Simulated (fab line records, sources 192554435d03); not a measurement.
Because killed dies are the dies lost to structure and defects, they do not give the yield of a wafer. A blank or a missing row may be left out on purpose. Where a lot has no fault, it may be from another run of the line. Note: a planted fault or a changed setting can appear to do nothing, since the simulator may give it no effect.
Matching of chambers || flow n5Finfet || N5_BEOL_M0_SAQP_MANDREL_ETCH_103 on rieSi-03: 4 sister chambers
The step etches a-Si in HBr/Cl2, stops on SiCN, target depth 45 nm, bt time 10 s, time 27 s. 4 wafers are shown with their chamber, then 8 later ones without.

## WAFERS WITH THEIR CHAMBER
{"wafer": "L081.6", "chamber": 2, "throttleValvePct (%)": 35.6}
{"wafer": "L085.5", "chamber": 3, "throttleValvePct (%)": 35.4}
{"wafer": "L087.4", "chamber": 1, "throttleValvePct (%)": 34.9}
{"wafer": "L088.1", "chamber": 0, "throttleValvePct (%)": 35.0}

## WAFERS WITHOUT THEIR CHAMBER
{"wafer": "L088.2", "throttleValvePct (%)": 35.7}
{"wafer": "L088.3", "throttleValvePct (%)": 35.4}
{"wafer": "L088.4", "throttleValvePct (%)": 34.9}
{"wafer": "L088.5", "throttleValvePct (%)": 34.9}
{"wafer": "L088.6", "throttleValvePct (%)": 35.7}
{"wafer": "L094.1", "throttleValvePct (%)": 34.9}
{"wafer": "L094.3", "throttleValvePct (%)": 35.6}
{"wafer": "L094.5", "throttleValvePct (%)": 34.9}

## WHICH CHAMBER EACH WENT THROUGH
{"wafer": "L088.2", "from the rows above": 2, "in truth": 2}
{"wafer": "L088.3", "from the rows above": 3, "in truth": 3}
{"wafer": "L088.4", "from the rows above": 1, "in truth": 1}
{"wafer": "L088.5", "from the rows above": 1, "in truth": 1}
{"wafer": "L088.6", "from the rows above": 2, "in truth": 2}
{"wafer": "L094.1", "from the rows above": 1, "in truth": 1}
{"wafer": "L094.3", "from the rows above": 2, "in truth": 2}
{"wafer": "L094.5", "from the rows above": 1, "in truth": 1}
Correct placement for 8 of the 8. Not placeable from these rows: 0. 0 placed wrongly.
How it was worked out, from the rows above alone: a wafer's distance from a chamber is the root of the sum, over the readings, of the square of ((its reading less the chamber's mean) divided by the reading's scatter). The wafer belongs to the nearest chamber; if the next one is less than 2 further off, it can't be placed. The mean given for a chamber averages the wafers shown for that chamber. The scatter: with one shown wafer a chamber, the root of the mean of the squares of how far each hidden wafer lies from its nearest shown one.
